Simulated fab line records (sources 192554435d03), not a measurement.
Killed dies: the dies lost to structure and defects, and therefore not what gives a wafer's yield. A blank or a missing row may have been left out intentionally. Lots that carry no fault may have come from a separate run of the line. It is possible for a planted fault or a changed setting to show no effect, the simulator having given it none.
What tool caused it?    flow n5-finfet    route of 1938 steps, sampled at 1 step: 13 lots, 33 wafers

== WHAT EACH GAUGE READ, for each wafer ==
N5_BEOL_M2_CD_MEAS_18: pitch 36 nm, target cd 18 nm. Usual: cd-nm 17.9 nm, standard deviation 0.41.
lot   measured      on         cd-nm (nm)      flag
L373  day 7 07:41   cd-sem-03  17.7 17.9       
L372  day 7 08:17   cd-sem-01  18.3 18.0 19.2  
L374  day 7 21:53   cd-sem-01  17.8 18.3 17.6  
L376  day 8 06:56   cd-sem-01  17.5 17.0       
L379  day 8 17:56   cd-sem-03  18.1 17.2       
L378  day 8 22:08   cd-sem-03  18.3 18.3       
L380  day 9 02:59   cd-sem-02  18.1 18.1 18.3  
L381  day 9 12:40   cd-sem-02  18.2 18.4       
L384  day 10 06:18  cd-sem-02  17.7 18.1 17.6  
L386  day 10 20:57  cd-sem-02  17.5 17.9       
L387  day 11 02:40  cd-sem-01  18.6 18.1 18.3  
L389  day 11 16:56  cd-sem-01  17.9 17.3 17.0  
L391  day 11 21:58  cd-sem-01  17.7 17.5 17.3  

== WHICH TOOL RAN EACH LOT (tool, then ch and the chambers of the sampled wafers, then the start) ==
The record shows no process step preceding these readings.

== WHAT THE TOOLS THEMSELVES READ (means of the sampled wafers that have a number; where no wafer has one, the mark that the record gives instead) ==
The record holds no such reading with a usual standard deviation.

== THE ANSWER, worked out from the rows above alone ==
Rule: lot off if the mean of its wafers having a number is beyond 3 standard deviations from the usual mean. A lot without any number at a reading at which 4 lots or more have one is off too. Any other lot the step has rows for is counted as sound. The gauges are gone through in route order, then the tools' own readings, and for those a lot's mean is taken as printed above. The first step at which some lot is off is used, and at that step the reading that is off furthest; a lot without a number counts as furthest.
Across all readings shown, no lot is off: no conclusion can be drawn from this.

== WHAT THE SIMULATOR HAD PUT IN ==
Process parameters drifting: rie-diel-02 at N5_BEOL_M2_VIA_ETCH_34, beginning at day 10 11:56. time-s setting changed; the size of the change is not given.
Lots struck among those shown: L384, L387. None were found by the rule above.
